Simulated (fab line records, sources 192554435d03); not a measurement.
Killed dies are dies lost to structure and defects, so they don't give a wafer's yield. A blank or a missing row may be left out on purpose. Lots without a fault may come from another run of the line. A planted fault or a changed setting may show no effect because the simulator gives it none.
Split-lot experiment | flow n5_finfet | 7 lots, 39 wafers read, on a route of 1938 steps

THE SPLIT
At N5_FIN_SAQP_ETCH_65 (etches SiO2 in CF4, target depth 4 nm, time 4.4 s), the setting time_s was moved away from the recipe's 4.4 s on 12 of the 39 wafers read, by -47.4% to +56.8%. The other wafers ran this setting at the recipe's value.

The reading is taken at the split's own step.

THE READING
etch.depth_nm (the simulator's own value, which no gauge read), in nm, at N5_FIN_SAQP_ETCH_65 (etches SiO2 in CF4, target depth 4 nm, time 4.4 s). The file gives no usual value for it. The 27 wafers here that ran the recipe average 3.970 nm, standard deviation 0.13 nm.

wafer  | tool, chamber at the split | time_s as run, s | against the recipe | etch.depth_nm, nm | against lot-mates on the recipe
L075.1 | rie_si-01, 2               | 4.4              | recipe             | 3.781             | -
L075.2 | rie_si-01, 0               | 2.885            | -34.4%             | 2.481             | -1.401
L075.3 | rie_si-01, 3               | 4.4              | recipe             | 4.074             | -
L075.4 | rie_si-01, 1               | 2.885            | -34.4%             | 2.645             | -1.237
L075.5 | rie_si-01, 0               | 4.4              | recipe             | 3.791             | -
L075.6 | rie_si-01, 1               | 2.885            | -34.4%             | 2.636             | -1.246
L077.1 | rie_si-01, 0               | 4.4              | recipe             | 3.795             | -
L077.2 | rie_si-01, 1               | 6.042            | +37.3%             | 5.548             | +1.577
L077.3 | rie_si-01, 2               | 6.042            | +37.3%             | 5.197             | +1.226
L077.4 | rie_si-01, 3               | 4.4              | recipe             | 4.08              | -
L077.5 | rie_si-01, 3               | 4.4              | recipe             | 4.038             | -
L077.6 | rie_si-01, 0               | 6.042            | +37.3%             | 5.236             | +1.265
L078.3 | rie_si-01, 2               | 4.4              | recipe             | 3.812             | -
L078.4 | rie_si-01, 0               | 4.4              | recipe             | 3.784             | -
L078.6 | rie_si-01, 2               | 4.4              | recipe             | 3.795             | -
L079.1 | rie_si-02, 2               | 4.4              | recipe             | 3.994             | -
L079.2 | rie_si-02, 0               | 4.4              | recipe             | 4.077             | -
L079.3 | rie_si-02, 3               | 4.4              | recipe             | 3.95              | -
L079.4 | rie_si-02, 3               | 4.4              | recipe             | 3.967             | -
L079.5 | rie_si-02, 0               | 4.4              | recipe             | 4.075             | -
L079.6 | rie_si-02, 2               | 4.4              | recipe             | 4.063             | -
L084.1 | rie_si-02, 0               | 4.4              | recipe             | 4.095             | -
L084.2 | rie_si-02, 3               | 4.4              | recipe             | 4.031             | -
L084.3 | rie_si-02, 2               | 4.4              | recipe             | 4.062             | -
L084.4 | rie_si-02, 1               | 6.898            | +56.8%             | 5.851             | +1.788
L084.5 | rie_si-02, 0               | 6.898            | +56.8%             | 6.433             | +2.370
L084.6 | rie_si-02, 1               | 6.898            | +56.8%             | 5.872             | +1.809
L092.1 | rie_si-03, 1               | 4.4              | recipe             | 3.928             | -
L092.2 | rie_si-03, 2               | 4.4              | recipe             | 4.123             | -
L092.3 | rie_si-03, 0               | 4.4              | recipe             | 4.137             | -
L092.4 | rie_si-03, 3               | 2.315            | -47.4%             | 2.018             | -2.045
L092.5 | rie_si-03, 1               | 2.315            | -47.4%             | 2.062             | -2.001
L092.6 | rie_si-03, 2               | 2.315            | -47.4%             | 2.162             | -1.901
L097.1 | rie_si-03, 1               | 4.4              | recipe             | 3.9               | -
L097.2 | rie_si-03, 0               | 4.4              | recipe             | 4.119             | -
L097.3 | rie_si-03, 2               | 4.4              | recipe             | 4.061             | -
L097.4 | rie_si-03, 3               | 4.4              | recipe             | 3.823             | -
L097.5 | rie_si-03, 3               | 4.4              | recipe             | 3.772             | -
L097.6 | rie_si-03, 2               | 4.4              | recipe             | 4.06              | -

THE FIT
A straight line over all 39 wafers: etch.depth_nm changes by +0.0381 nm for each +1% of time_s; r = +0.99; the points scatter about the line by 0.15 nm.
The same after taking each lot's own level away (the mean of its wafers on the recipe; 39 wafers): +0.0376 nm for each +1%; r = +0.99; scatter 0.14 nm.
On that fit, the largest move of time_s shifts the reading by 2.1 nm.
The lots' own levels span 3.7970 to 4.0627 nm, that is 2.1 times the standard deviation above.
So the lot-to-lot level changes the slope little: the two slopes agree.
Check: with one of the wafers moved furthest among these (+56.8%) left out of the fit, the line predicts +2.16 nm for it against its lot-mates. It came out at +1.79 nm against them.

THE FILE'S OWN FIT
etch.depth_nm changes by +0.0375 nm for each +1% of time_s, r = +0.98.
